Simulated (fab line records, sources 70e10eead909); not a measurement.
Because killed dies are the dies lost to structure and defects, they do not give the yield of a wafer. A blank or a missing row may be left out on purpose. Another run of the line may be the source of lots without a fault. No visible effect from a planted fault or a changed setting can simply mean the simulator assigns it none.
Which of the tools did it? :: flow nand_harc :: 24 lots, 72 wafers sampled, at 6 steps of a route of 1302

WHAT THE GAUGES SHOWED, per wafer
NHARC_A_BLC_INSPECT_28. Usual: 502 for raw_defect_count, sd 110.
lot: L074
measured: day 23 04:01
on: defect_inspect-02
raw_defect_count: 428 397 418
flag: 

lot: L075
measured: day 23 05:51
on: defect_inspect-01
raw_defect_count: 415 391 500
flag: 

lot: L076
measured: day 23 16:03
on: defect_inspect-01
raw_defect_count: 766 682 634
flag: 

lot: L078
measured: day 23 23:19
on: defect_inspect-02
raw_defect_count: 550 561 560
flag: 

lot: L079
measured: day 24 08:08
on: defect_inspect-01
raw_defect_count: 442 399 351
flag: 

lot: L077
measured: day 24 09:11
on: defect_inspect-02
raw_defect_count: 426 638 411
flag: 

lot: L080
measured: day 25 06:50
on: defect_inspect-01
raw_defect_count: 673 551 458
flag: 

lot: L081
measured: day 25 13:53
on: defect_inspect-02
raw_defect_count: 411 466 600
flag: 

lot: L082
measured: day 25 21:37
on: defect_inspect-02
raw_defect_count: 467 575 434
flag: 

lot: L083
measured: day 26 06:51
on: defect_inspect-02
raw_defect_count: 408 377 386
flag: 

lot: L084
measured: day 26 10:03
on: defect_inspect-02
raw_defect_count: 717 583 532
flag: 

lot: L085
measured: day 27 08:19
on: defect_inspect-02
raw_defect_count: 569 592 721
flag: 

lot: L086
measured: day 27 15:42
on: defect_inspect-01
raw_defect_count: 291 602 392
flag: 

lot: L087
measured: day 28 09:41
on: defect_inspect-01
raw_defect_count: 877 414 493
flag: 

lot: L088
measured: day 28 16:02
on: defect_inspect-01
raw_defect_count: 670 452 412
flag: 

lot: L089
measured: day 29 00:25
on: defect_inspect-02
raw_defect_count: 431 432 390
flag: 

lot: L090
measured: day 29 20:59
on: defect_inspect-01
raw_defect_count: 607 395 526
flag: 

lot: L091
measured: day 29 21:52
on: defect_inspect-01
raw_defect_count: 507 447 438
flag: 

lot: L092
measured: day 30 04:11
on: defect_inspect-01
raw_defect_count: 423 464 582
flag: 

lot: L093
measured: day 30 06:01
on: defect_inspect-01
raw_defect_count: 648 546 455
flag: 

lot: L094
measured: day 30 12:26
on: defect_inspect-02
raw_defect_count: 600 446 654
flag: 

lot: L096
measured: day 31 11:29
on: defect_inspect-01
raw_defect_count: 539 500 549
flag: 

lot: L095
measured: day 31 13:53
on: defect_inspect-01
raw_defect_count: 478 648 583
flag: 

lot: L097
measured: day 32 18:10
on: defect_inspect-02
raw_defect_count: 517 479 498
flag: 

NHARC_A_M1_CD_MEAS_09 targets a cd of 120 nm. Usual: 119.9 nm for cd_nm, sd 0.63.
lot: L074
measured: day 23 08:57
on: cd_sem-01
cd_nm (nm): 119.3 119.9 120.0
flag: 

lot: L075
measured: day 23 10:42
on: cd_sem-01
cd_nm (nm): 119.9 119.0 119.4
flag: 

lot: L076
measured: day 23 20:59
on: cd_sem-01
cd_nm (nm): 121.1 119.9 119.7
flag: 

lot: L078
measured: day 24 04:11
on: cd_sem-02
cd_nm (nm): 120.1 121.0 120.4
flag: 

lot: L079
measured: day 24 13:18
on: cd_sem-03
cd_nm (nm): 119.7 119.9 120.6
flag: 

lot: L077
measured: day 24 14:23
on: cd_sem-03
cd_nm (nm): 119.0 120.0 119.6
flag: 

lot: L080
measured: day 25 11:57
on: cd_sem-02
cd_nm (nm): 120.7 120.2 120.7
flag: 

lot: L081
measured: day 25 18:58
on: cd_sem-01
cd_nm (nm): 120.0 119.3 120.1
flag: 

lot: L082
measured: day 26 02:42
on: cd_sem-03
cd_nm (nm): 120.4 119.7 119.6
flag: 

lot: L083
measured: day 26 12:21
on: cd_sem-01
cd_nm (nm): 119.3 120.0 119.8
flag: 

lot: L084
measured: day 26 15:32
on: cd_sem-02
cd_nm (nm): 120.8 120.2 120.3
flag: 

lot: L085
measured: day 27 13:27
on: cd_sem-03
cd_nm (nm): 119.7 119.0 120.1
flag: 

lot: L086
measured: day 27 20:32
on: cd_sem-01
cd_nm (nm): 120.7 120.2 121.0
flag: 

lot: L087
measured: day 28 14:39
on: cd_sem-03
cd_nm (nm): 119.6 119.6 119.1
flag: 

lot: L088
measured: day 28 20:43
on: cd_sem-03
cd_nm (nm): 119.2 119.1 120.7
flag: 

lot: L089
measured: day 29 05:17
on: cd_sem-03
cd_nm (nm): 119.8 118.9 119.1
flag: 

lot: L090
measured: day 30 01:56
on: cd_sem-01
cd_nm (nm): 119.9 120.2 121.0
flag: 

lot: L091
measured: day 30 02:49
on: cd_sem-01
cd_nm (nm): 119.5 119.7 120.2
flag: 

lot: L092
measured: day 30 08:53
on: cd_sem-02
cd_nm (nm): 120.0 119.3 119.9
flag: 

lot: L093
measured: day 30 11:02
on: cd_sem-01
cd_nm (nm): 119.9 120.2 120.6
flag: 

lot: L094
measured: day 30 17:16
on: cd_sem-03
cd_nm (nm): 120.0 119.7 120.0
flag: 

lot: L096
measured: day 31 17:23
on: cd_sem-03
cd_nm (nm): 121.1 120.7 120.9
flag: 

lot: L095
measured: day 31 18:58
on: cd_sem-03
cd_nm (nm): 118.9 118.7 118.9
flag: 

lot: L097
measured: day 32 23:02
on: cd_sem-01
cd_nm (nm): 120.4 119.8 120.3
flag: 

NHARC_THIN_TSV_CD_MEAS_12 targets a cd of 1000 nm. Usual: 999.0 nm for cd_nm, sd 1.7.
lot: L074
measured: day 24 05:22
on: cd_sem-01
cd_nm (nm): 998.1 999.5 999.3
flag: 

lot: L075
measured: day 24 06:49
on: cd_sem-01
cd_nm (nm): 996.0 997.3 997.7
flag: 

lot: L076
measured: day 24 17:01
on: cd_sem-02
cd_nm (nm): 1001.1 997.6 997.6
flag: 

lot: L078
measured: day 25 00:01
on: cd_sem-01
cd_nm (nm): 998.5 999.9 999.9
flag: 

lot: L079
measured: day 25 09:26
on: cd_sem-02
cd_nm (nm): 1000.6 1000.8 1002.3
flag: 

lot: L077
measured: day 25 10:38
on: cd_sem-02
cd_nm (nm): 995.6 997.0 997.8
flag: 

lot: L080
measured: day 26 08:23
on: cd_sem-01
cd_nm (nm): 998.1 999.6 1000.3
flag: 

lot: L081
measured: day 26 17:41
on: cd_sem-01
cd_nm (nm): 998.9 998.5 999.0
flag: 

lot: L082
measured: day 26 22:46
on: cd_sem-03
cd_nm (nm): 1000.3 1000.4 997.6
flag: 

lot: L083
measured: day 27 09:29
on: cd_sem-01
cd_nm (nm): 1000.0 999.3 1000.1
flag: 

lot: L084
measured: day 27 10:49
on: cd_sem-02
cd_nm (nm): 1001.7 1002.0 1000.5
flag: 

lot: L085
measured: day 28 12:19
on: cd_sem-01
cd_nm (nm): 1000.5 1000.2 997.0
flag: 

lot: L086
measured: day 28 16:17
on: cd_sem-02
cd_nm (nm): 997.4 995.8 998.9
flag: 

lot: L087
measured: day 29 12:22
on: cd_sem-02
cd_nm (nm): 999.5 1001.6 996.6
flag: 

lot: L088
measured: day 29 16:39
on: cd_sem-03
cd_nm (nm): 995.4 996.3 999.5
flag: 

lot: L089
measured: day 30 00:49
on: cd_sem-02
cd_nm (nm): 997.6 995.8 998.6
flag: 

lot: L090
measured: day 30 22:49
on: cd_sem-02
cd_nm (nm): 998.4 999.8 999.6
flag: 

lot: L091
measured: day 30 21:37
on: cd_sem-02
cd_nm (nm): 998.8 1002.4 1001.9
flag: 

lot: L092
measured: day 31 05:14
on: cd_sem-03
cd_nm (nm): 1000.8 1000.7 1000.7
flag: 

lot: L093
measured: day 31 06:34
on: cd_sem-01
cd_nm (nm): 999.9 996.8 998.4
flag: 

lot: L094
measured: day 31 13:10
on: cd_sem-01
cd_nm (nm): 997.1 999.8 1000.5
flag: 

lot: L096
measured: day 32 13:12
on: cd_sem-01
cd_nm (nm): 998.1 998.3 999.0
flag: 

lot: L095
measured: day 32 14:32
on: cd_sem-01
cd_nm (nm): 1000.3 1000.3 998.9
flag: 

lot: L097
measured: day 33 20:38
on: cd_sem-02
cd_nm (nm): 999.3 1000.1 996.8
flag: 

EACH LOT AND THE TOOL THAT RAN IT (in order: tool; ch and the chambers of the sampled wafers; start)
lot: L074
NHARC_A_BLC_STRIP_21: rie_diel-09 ch 0,1,3, day 23 02:15
NHARC_A_M0_PRE_CLEAN_29: pvd_sputter-02, day 23 08:57 or earlier
NHARC_A_M1_ETCH_28: rie_diel-05 ch 0,3, day 24 05:22 or earlier

lot: L075
NHARC_A_BLC_STRIP_21: rie_diel-09 ch 0,1,2, day 23 04:04
NHARC_A_M0_PRE_CLEAN_29: pvd_sputter-02, day 23 10:42 or earlier
NHARC_A_M1_ETCH_28: rie_diel-01 ch 0,2,3, day 24 06:49 or earlier

lot: L076
NHARC_A_BLC_STRIP_21: rie_diel-12 ch 1,2, day 23 13:49
NHARC_A_M0_PRE_CLEAN_29: pvd_sputter-02, day 23 20:59 or earlier
NHARC_A_M1_ETCH_28: rie_diel-07 ch 1,3, day 24 17:01 or earlier

lot: L078
NHARC_A_BLC_STRIP_21: rie_diel-12 ch 1,2, day 23 21:30
NHARC_A_M0_PRE_CLEAN_29: pvd_sputter-01, day 24 04:11 or earlier
NHARC_A_M1_ETCH_28: rie_diel-01 ch 2,3, day 25 00:01 or earlier

lot: L079
NHARC_A_BLC_STRIP_21: rie_diel-09 ch 0,1, day 24 06:17
NHARC_A_M0_PRE_CLEAN_29: pvd_sputter-01, day 24 13:18 or earlier
NHARC_A_M1_ETCH_28: rie_diel-05 ch 0,3, day 25 09:26 or earlier

lot: L077
NHARC_A_BLC_STRIP_21: rie_diel-12 ch 1,2, day 24 06:57
NHARC_A_M0_PRE_CLEAN_29: pvd_sputter-03, day 24 14:23 or earlier
NHARC_A_M1_ETCH_28: rie_diel-01 ch 1,2,3, day 25 10:38 or earlier

lot: L080
NHARC_A_BLC_STRIP_21: rie_diel-10 ch 0,1,2, day 25 05:01
NHARC_A_M0_PRE_CLEAN_29: pvd_sputter-02, day 25 11:57 or earlier
NHARC_A_M1_ETCH_28: rie_diel-07 ch 0,2, day 25 12:55

lot: L081
NHARC_A_BLC_STRIP_21: rie_diel-10 ch 0,2,3, day 25 12:06
NHARC_A_M0_PRE_CLEAN_29: pvd_sputter-02, day 25 18:58 or earlier
NHARC_A_M1_ETCH_28: rie_diel-05 ch 0,1,3, day 26 17:41 or earlier

lot: L082
NHARC_A_BLC_STRIP_21: rie_diel-09 ch 2,3, day 25 19:49
NHARC_A_M0_PRE_CLEAN_29: pvd_sputter-03, day 26 02:42 or earlier
NHARC_A_M1_ETCH_28: rie_diel-05 ch 0,1,2, day 26 22:46 or earlier

lot: L083
NHARC_A_BLC_STRIP_21: rie_diel-09 ch 0,2,3, day 26 05:03
NHARC_A_M0_PRE_CLEAN_29: pvd_sputter-03, day 26 12:21 or earlier
NHARC_A_M1_ETCH_28: rie_diel-01 ch 0,1,3, day 27 09:29 or earlier

lot: L084
NHARC_A_BLC_STRIP_21: rie_diel-09 ch 1,2, day 26 08:15
NHARC_A_M0_PRE_CLEAN_29: pvd_sputter-01, day 26 15:32 or earlier
NHARC_A_M1_ETCH_28: rie_diel-01 ch 0,1,3, day 27 10:49 or earlier

lot: L085
NHARC_A_BLC_STRIP_21: rie_diel-09 ch 0,1, day 27 06:31
NHARC_A_M0_PRE_CLEAN_29: pvd_sputter-01, day 27 13:27 or earlier
NHARC_A_M1_ETCH_28: rie_diel-01 ch 0,2,3, day 28 12:19 or earlier

lot: L086
NHARC_A_BLC_STRIP_21: rie_diel-12 ch 0,2,3, day 27 13:22
NHARC_A_M0_PRE_CLEAN_29: pvd_sputter-03, day 27 20:32 or earlier
NHARC_A_M1_ETCH_28: rie_diel-01 ch 0,2,3, day 28 16:17 or earlier

lot: L087
NHARC_A_BLC_STRIP_21: rie_diel-09 ch 0,2,3, day 28 07:53
NHARC_A_M0_PRE_CLEAN_29: pvd_sputter-01, day 28 14:39 or earlier
NHARC_A_M1_ETCH_28: rie_diel-01 ch 1,2,3, day 29 12:22 or earlier

lot: L088
NHARC_A_BLC_STRIP_21: rie_diel-09 ch 0,3, day 28 14:14
NHARC_A_M0_PRE_CLEAN_29: pvd_sputter-02, day 28 20:43 or earlier
NHARC_A_M1_ETCH_28: rie_diel-05 ch 0,1,3, day 29 16:39 or earlier

lot: L089
NHARC_A_BLC_STRIP_21: rie_diel-09 ch 0,1, day 28 22:37
NHARC_A_M0_PRE_CLEAN_29: pvd_sputter-01, day 29 05:17 or earlier
NHARC_A_M1_ETCH_28: rie_diel-01 ch 1,2,3, day 30 00:49 or earlier

lot: L090
NHARC_A_BLC_STRIP_21: rie_diel-09 ch 0,1,2, day 29 19:11
NHARC_A_M0_PRE_CLEAN_29: pvd_sputter-02, day 30 01:56 or earlier
NHARC_A_M1_ETCH_28: rie_diel-05 ch 0,2, day 30 22:49 or earlier

lot: L091
NHARC_A_BLC_STRIP_21: rie_diel-09 ch 0,1,2, day 29 20:04
NHARC_A_M0_PRE_CLEAN_29: pvd_sputter-03, day 30 02:49 or earlier
NHARC_A_M1_ETCH_28: rie_diel-01 ch 0,1,3, day 30 21:37 or earlier

lot: L092
NHARC_A_BLC_STRIP_21: rie_diel-10 ch 1,2, day 30 02:23
NHARC_A_M0_PRE_CLEAN_29: pvd_sputter-01, day 30 08:53 or earlier
NHARC_A_M1_ETCH_28: rie_diel-07 ch 1,2,3, day 31 05:14 or earlier

lot: L093
NHARC_A_BLC_STRIP_21: rie_diel-09 ch 0,1,2, day 30 04:13
NHARC_A_M0_PRE_CLEAN_29: pvd_sputter-01, day 30 11:02 or earlier
NHARC_A_M1_ETCH_28: rie_diel-05 ch 0,1,3, day 31 06:34 or earlier

lot: L094
NHARC_A_BLC_STRIP_21: rie_diel-10 ch 0,1,2, day 30 10:38
NHARC_A_M0_PRE_CLEAN_29: pvd_sputter-02, day 30 17:16 or earlier
NHARC_A_M1_ETCH_28: rie_diel-05 ch 0,1,2, day 31 13:10 or earlier

lot: L096
NHARC_A_BLC_STRIP_21: rie_diel-09 ch 0,1,3, day 31 09:42
NHARC_A_M0_PRE_CLEAN_29: pvd_sputter-02, day 31 17:23 or earlier
NHARC_A_M1_ETCH_28: rie_diel-05 ch 0,3, day 32 13:12 or earlier

lot: L095
NHARC_A_BLC_STRIP_21: rie_diel-10 ch 0,2,3, day 31 12:05
NHARC_A_M0_PRE_CLEAN_29: pvd_sputter-02, day 31 18:58 or earlier
NHARC_A_M1_ETCH_28: rie_diel-07 ch 2,3, day 32 14:32 or earlier

lot: L097
NHARC_A_BLC_STRIP_21: rie_diel-09 ch 2,3, day 32 16:23
NHARC_A_M0_PRE_CLEAN_29: pvd_sputter-02, day 32 23:02 or earlier
NHARC_A_M1_ETCH_28: rie_diel-01 ch 0,2,3, day 33 20:38 or earlier
- NHARC_A_BLC_STRIP_21: strips in O2.
- NHARC_A_M0_PRE_CLEAN_29: time 30 s.
- NHARC_A_M1_ETCH_28: etches the open film in CF4/N2, target depth 30 nm, time 72.99 s.

AS READ BY THE TOOLS THEMSELVES (means over the sampled wafers that have a number; for cases with no such wafer, the mark the record gives instead)
NHARC_A_BLC_STRIP_21. Usual: drypump_motor_current_A 5.6 A, standard deviation 0.38; oes_product_au 1.005 a.u., standard deviation 0.0098; rf_vpp_V 57.7 V, standard deviation 0.94; showerhead_plenum_p_Torr 3.50 Torr, standard deviation 0.14; throttle_valve_pct 17.037 %, standard deviation 0.0088.
lot: L074
tool: rie_diel-09
drypump_motor_current_A (A): 5.3
oes_product_au (a.u.): 1.003
rf_vpp_V (V): 57.8
showerhead_plenum_p_Torr (Torr): 3.44
throttle_valve_pct (%): 17.048
flag: 

lot: L075
tool: rie_diel-09
drypump_motor_current_A (A): 5.5
oes_product_au (a.u.): 1.007
rf_vpp_V (V): 58.2
showerhead_plenum_p_Torr (Torr): 3.48
throttle_valve_pct (%): 17.045
flag: 

lot: L076
tool: rie_diel-12
drypump_motor_current_A (A): 5.8
oes_product_au (a.u.): 1.000
rf_vpp_V (V): 58.4
showerhead_plenum_p_Torr (Torr): 3.44
throttle_valve_pct (%): 17.031
flag: 

lot: L078
tool: rie_diel-12
drypump_motor_current_A (A): 6.2
oes_product_au (a.u.): 0.995
rf_vpp_V (V): 58.2
showerhead_plenum_p_Torr (Torr): 3.53
throttle_valve_pct (%): 17.037
flag: 

lot: L079
tool: rie_diel-09
drypump_motor_current_A (A): 5.3
oes_product_au (a.u.): 1.002
rf_vpp_V (V): 57.2
showerhead_plenum_p_Torr (Torr): 3.49
throttle_valve_pct (%): 17.030
flag: 

lot: L077
tool: rie_diel-12
drypump_motor_current_A (A): 5.8
oes_product_au (a.u.): 1.016
rf_vpp_V (V): 57.1
showerhead_plenum_p_Torr (Torr): 3.44
throttle_valve_pct (%): 17.036
flag: 

lot: L080
tool: rie_diel-10
drypump_motor_current_A (A): 5.6
oes_product_au (a.u.): 1.004
rf_vpp_V (V): 57.9
showerhead_plenum_p_Torr (Torr): 3.59
throttle_valve_pct (%): 17.030
flag: 

lot: L081
tool: rie_diel-10
drypump_motor_current_A (A): 5.7
oes_product_au (a.u.): 0.998
rf_vpp_V (V): 56.7
showerhead_plenum_p_Torr (Torr): 3.44
throttle_valve_pct (%): 17.037
flag: 

lot: L082
tool: rie_diel-09
drypump_motor_current_A (A): 5.6
oes_product_au (a.u.): 1.007
rf_vpp_V (V): 57.8
showerhead_plenum_p_Torr (Torr): 3.50
throttle_valve_pct (%): 17.041
flag: 

lot: L083
tool: rie_diel-09
drypump_motor_current_A (A): 5.4
oes_product_au (a.u.): 1.009
rf_vpp_V (V): 58.4
showerhead_plenum_p_Torr (Torr): 3.42
throttle_valve_pct (%): 17.026
flag: 

lot: L084
tool: rie_diel-09
drypump_motor_current_A (A): 5.7
oes_product_au (a.u.): 1.004
rf_vpp_V (V): 58.3
showerhead_plenum_p_Torr (Torr): 3.55
throttle_valve_pct (%): 17.040
flag: 

lot: L085
tool: rie_diel-09
drypump_motor_current_A (A): 5.3
oes_product_au (a.u.): 1.003
rf_vpp_V (V): 57.0
showerhead_plenum_p_Torr (Torr): 3.39
throttle_valve_pct (%): 17.038
flag: 

lot: L086
tool: rie_diel-12
drypump_motor_current_A (A): 5.7
oes_product_au (a.u.): 1.021
rf_vpp_V (V): 58.2
showerhead_plenum_p_Torr (Torr): 3.58
throttle_valve_pct (%): 17.043
flag: 

lot: L087
tool: rie_diel-09
drypump_motor_current_A (A): 5.4
oes_product_au (a.u.): 1.004
rf_vpp_V (V): 57.2
showerhead_plenum_p_Torr (Torr): 3.42
throttle_valve_pct (%): 17.031
flag: 

lot: L088
tool: rie_diel-09
drypump_motor_current_A (A): 5.1
oes_product_au (a.u.): 1.000
rf_vpp_V (V): 57.9
showerhead_plenum_p_Torr (Torr): 3.38
throttle_valve_pct (%): 17.040
flag: 

lot: L089
tool: rie_diel-09
drypump_motor_current_A (A): 5.4
oes_product_au (a.u.): 1.012
rf_vpp_V (V): 56.9
showerhead_plenum_p_Torr (Torr): 3.48
throttle_valve_pct (%): 17.041
flag: 

lot: L090
tool: rie_diel-09
drypump_motor_current_A (A): 5.5
oes_product_au (a.u.): 1.007
rf_vpp_V (V): 57.9
showerhead_plenum_p_Torr (Torr): 3.47
throttle_valve_pct (%): 17.035
flag: 

lot: L091
tool: rie_diel-09
drypump_motor_current_A (A): 5.5
oes_product_au (a.u.): 1.007
rf_vpp_V (V): 57.9
showerhead_plenum_p_Torr (Torr): 3.47
throttle_valve_pct (%): 17.035
flag: 

lot: L092
tool: rie_diel-10
drypump_motor_current_A (A): 5.6
oes_product_au (a.u.): 1.005
rf_vpp_V (V): 58.0
showerhead_plenum_p_Torr (Torr): 3.62
throttle_valve_pct (%): 17.037
flag: 

lot: L093
tool: rie_diel-09
drypump_motor_current_A (A): 5.5
oes_product_au (a.u.): 0.998
rf_vpp_V (V): 56.6
showerhead_plenum_p_Torr (Torr): 3.47
throttle_valve_pct (%): 17.038
flag: 

lot: L094
tool: rie_diel-10
drypump_motor_current_A (A): 5.6
oes_product_au (a.u.): 1.006
rf_vpp_V (V): 57.6
showerhead_plenum_p_Torr (Torr): 3.58
throttle_valve_pct (%): 17.035
flag: 

lot: L096
tool: rie_diel-09
drypump_motor_current_A (A): 5.3
oes_product_au (a.u.): 0.995
rf_vpp_V (V): 57.5
showerhead_plenum_p_Torr (Torr): 3.43
throttle_valve_pct (%): 17.033
flag: 

lot: L095
tool: rie_diel-10
drypump_motor_current_A (A): 5.7
oes_product_au (a.u.): 1.005
rf_vpp_V (V): 57.1
showerhead_plenum_p_Torr (Torr): 3.43
throttle_valve_pct (%): 17.044
flag: 

lot: L097
tool: rie_diel-09
drypump_motor_current_A (A): 5.6
oes_product_au (a.u.): 0.992
rf_vpp_V (V): 58.3
showerhead_plenum_p_Torr (Torr): 3.49
throttle_valve_pct (%): 17.031
flag: 

NHARC_A_M0_PRE_CLEAN_29. Usual: 415 W for heater_power_w, sd 40.
lot: L074
tool: pvd_sputter-02
heater_power_w (W): 399
flag: 

lot: L075
tool: pvd_sputter-02
heater_power_w (W): 408
flag: 

lot: L076
tool: pvd_sputter-02
heater_power_w (W): 402
flag: 

lot: L078
tool: pvd_sputter-01
heater_power_w (W): 425
flag: 

lot: L079
tool: pvd_sputter-01
heater_power_w (W): 412
flag: 

lot: L077
tool: pvd_sputter-03
heater_power_w (W): 424
flag: 

lot: L080
tool: pvd_sputter-02
heater_power_w (W): 387
flag: 

lot: L081
tool: pvd_sputter-02
heater_power_w (W): 401
flag: 

lot: L082
tool: pvd_sputter-03
heater_power_w (W): 440
flag: 

lot: L083
tool: pvd_sputter-03
heater_power_w (W): 411
flag: 

lot: L084
tool: pvd_sputter-01
heater_power_w (W): 432
flag: 

lot: L085
tool: pvd_sputter-01
heater_power_w (W): 418
flag: 

lot: L086
tool: pvd_sputter-03
heater_power_w (W): 411
flag: 

lot: L087
tool: pvd_sputter-01
heater_power_w (W): 389
flag: 

lot: L088
tool: pvd_sputter-02
heater_power_w (W): 414
flag: 

lot: L089
tool: pvd_sputter-01
heater_power_w (W): 408
flag: 

lot: L090
tool: pvd_sputter-02
heater_power_w (W): 405
flag: 

lot: L091
tool: pvd_sputter-03
heater_power_w (W): 431
flag: 

lot: L092
tool: pvd_sputter-01
heater_power_w (W): 427
flag: 

lot: L093
tool: pvd_sputter-01
heater_power_w (W): 456
flag: 

lot: L094
tool: pvd_sputter-02
heater_power_w (W): 406
flag: 

lot: L096
tool: pvd_sputter-02
heater_power_w (W): 408
flag: 

lot: L095
tool: pvd_sputter-02
heater_power_w (W): 411
flag: 

lot: L097
tool: pvd_sputter-02
heater_power_w (W): 408
flag: 

NHARC_A_M1_ETCH_28. Usual: bias_w 100.0 W, standard deviation 0.31; drypump_motor_current_A 5.6 A, standard deviation 0.46; oes_product_au 1.002 a.u., standard deviation 0.0088; rf_vpp_V 313.1 V, standard deviation 1.9; showerhead_plenum_p_Torr 2.56 Torr, standard deviation 0.097; throttle_valve_pct 19.794 %, standard deviation 0.0083.
lot: L074
tool: rie_diel-05
bias_w (W): 99.8
drypump_motor_current_A (A): 5.1
oes_product_au (a.u.): 0.985
rf_vpp_V (V): 312.5
showerhead_plenum_p_Torr (Torr): 2.55
throttle_valve_pct (%): 19.795
flag: 

lot: L075
tool: rie_diel-01
bias_w (W): 99.9
drypump_motor_current_A (A): 5.7
oes_product_au (a.u.): 0.998
rf_vpp_V (V): 313.5
showerhead_plenum_p_Torr (Torr): 2.60
throttle_valve_pct (%): 19.793
flag: 

lot: L076
tool: rie_diel-07
bias_w (W): 99.9
drypump_motor_current_A (A): 6.2
oes_product_au (a.u.): 1.007
rf_vpp_V (V): 313.5
showerhead_plenum_p_Torr (Torr): 2.55
throttle_valve_pct (%): 19.800
flag: 

lot: L078
tool: rie_diel-01
bias_w (W): 100.2
drypump_motor_current_A (A): 6.1
oes_product_au (a.u.): 1.005
rf_vpp_V (V): 313.3
showerhead_plenum_p_Torr (Torr): 2.58
throttle_valve_pct (%): 19.788
flag: 

lot: L079
tool: rie_diel-05
bias_w (W): 100.4
drypump_motor_current_A (A): 5.1
oes_product_au (a.u.): 0.989
rf_vpp_V (V): 313.2
showerhead_plenum_p_Torr (Torr): 2.55
throttle_valve_pct (%): 19.795
flag: 

lot: L077
tool: rie_diel-01
bias_w (W): 99.9
drypump_motor_current_A (A): 5.7
oes_product_au (a.u.): 1.000
rf_vpp_V (V): 313.7
showerhead_plenum_p_Torr (Torr): 2.57
throttle_valve_pct (%): 19.793
flag: 

lot: L080
tool: rie_diel-07
bias_w (W): 100.1
drypump_motor_current_A (A): 6.2
oes_product_au (a.u.): 0.995
rf_vpp_V (V): 314.3
showerhead_plenum_p_Torr (Torr): 2.65
throttle_valve_pct (%): 19.802
flag: 

lot: L081
tool: rie_diel-05
bias_w (W): 100.2
drypump_motor_current_A (A): 5.4
oes_product_au (a.u.): 0.999
rf_vpp_V (V): 312.9
showerhead_plenum_p_Torr (Torr): 2.56
throttle_valve_pct (%): 19.799
flag: 

lot: L082
tool: rie_diel-05
bias_w (W): 100.0
drypump_motor_current_A (A): 5.6
oes_product_au (a.u.): 1.003
rf_vpp_V (V): 312.4
showerhead_plenum_p_Torr (Torr): 2.52
throttle_valve_pct (%): 19.793
flag: 

lot: L083
tool: rie_diel-01
bias_w (W): 99.8
drypump_motor_current_A (A): 5.5
oes_product_au (a.u.): 1.007
rf_vpp_V (V): 312.1
showerhead_plenum_p_Torr (Torr): 2.49
throttle_valve_pct (%): 19.795
flag: 

lot: L084
tool: rie_diel-01
bias_w (W): 100.2
drypump_motor_current_A (A): 5.5
oes_product_au (a.u.): 1.010
rf_vpp_V (V): 311.5
showerhead_plenum_p_Torr (Torr): 2.49
throttle_valve_pct (%): 19.783
flag: 

lot: L085
tool: rie_diel-01
bias_w (W): 100.0
drypump_motor_current_A (A): 5.7
oes_product_au (a.u.): 1.008
rf_vpp_V (V): 313.8
showerhead_plenum_p_Torr (Torr): 2.60
throttle_valve_pct (%): 19.804
flag: 

lot: L086
tool: rie_diel-01
bias_w (W): 99.8
drypump_motor_current_A (A): 5.7
oes_product_au (a.u.): 0.998
rf_vpp_V (V): 313.6
showerhead_plenum_p_Torr (Torr): 2.60
throttle_valve_pct (%): 19.795
flag: 

lot: L087
tool: rie_diel-01
bias_w (W): 100.0
drypump_motor_current_A (A): 5.7
oes_product_au (a.u.): 1.002
rf_vpp_V (V): 312.9
showerhead_plenum_p_Torr (Torr): 2.57
throttle_valve_pct (%): 19.796
flag: 

lot: L088
tool: rie_diel-05
bias_w (W): 100.1
drypump_motor_current_A (A): 5.4
oes_product_au (a.u.): 1.004
rf_vpp_V (V): 313.0
showerhead_plenum_p_Torr (Torr): 2.56
throttle_valve_pct (%): 19.803
flag: 

lot: L089
tool: rie_diel-01
bias_w (W): 100.2
drypump_motor_current_A (A): 5.7
oes_product_au (a.u.): 1.005
rf_vpp_V (V): 313.1
showerhead_plenum_p_Torr (Torr): 2.57
throttle_valve_pct (%): 19.805
flag: 

lot: L090
tool: rie_diel-05
bias_w (W): 99.7
drypump_motor_current_A (A): 5.3
oes_product_au (a.u.): 1.004
rf_vpp_V (V): 311.6
showerhead_plenum_p_Torr (Torr): 2.50
throttle_valve_pct (%): 19.791
flag: 

lot: L091
tool: rie_diel-01
bias_w (W): 100.1
drypump_motor_current_A (A): 5.5
oes_product_au (a.u.): 1.009
rf_vpp_V (V): 312.6
showerhead_plenum_p_Torr (Torr): 2.49
throttle_valve_pct (%): 19.791
flag: 

lot: L092
tool: rie_diel-07
bias_w (W): 99.9
drypump_motor_current_A (A): 6.2
oes_product_au (a.u.): 1.000
rf_vpp_V (V): 314.1
showerhead_plenum_p_Torr (Torr): 2.60
throttle_valve_pct (%): 19.788
flag: 

lot: L093
tool: rie_diel-05
bias_w (W): 100.3
drypump_motor_current_A (A): 5.4
oes_product_au (a.u.): 1.000
rf_vpp_V (V): 313.2
showerhead_plenum_p_Torr (Torr): 2.56
throttle_valve_pct (%): 19.799
flag: 

lot: L094
tool: rie_diel-05
bias_w (W): 100.0
drypump_motor_current_A (A): 5.6
oes_product_au (a.u.): 1.002
rf_vpp_V (V): 312.5
showerhead_plenum_p_Torr (Torr): 2.52
throttle_valve_pct (%): 19.796
flag: 

lot: L096
tool: rie_diel-05
bias_w (W): 99.9
drypump_motor_current_A (A): 5.1
oes_product_au (a.u.): 0.992
rf_vpp_V (V): 313.8
showerhead_plenum_p_Torr (Torr): 2.59
throttle_valve_pct (%): 19.800
flag: 

lot: L095
tool: rie_diel-07
bias_w (W): 99.9
drypump_motor_current_A (A): 6.2
oes_product_au (a.u.): 1.008
rf_vpp_V (V): 314.4
showerhead_plenum_p_Torr (Torr): 2.65
throttle_valve_pct (%): 19.798
flag: 

lot: L097
tool: rie_diel-01
bias_w (W): 100.3
drypump_motor_current_A (A): 5.7
oes_product_au (a.u.): 0.990
rf_vpp_V (V): 313.0
showerhead_plenum_p_Torr (Torr): 2.60
throttle_valve_pct (%): 19.792
flag: 

THE ANSWER, worked out from the rows above alone
Rule: a lot counts as off when the mean over its wafers that have a number is more than 3 standard deviations away from the usual mean. A lot without any number at a reading at which 4 lots or more have one is off too. Any other lot the step has rows for is counted as sound. The gauges are gone through in route order, then the tools' own readings, and for those a lot's mean is taken as printed above. At the first step where some lot is off, the reading lying furthest off is the one used; lots without a number count as furthest.
Nothing can be told from this: no lot is off at any reading shown.

WHAT HAD BEEN PUT IN BY THE SIMULATOR
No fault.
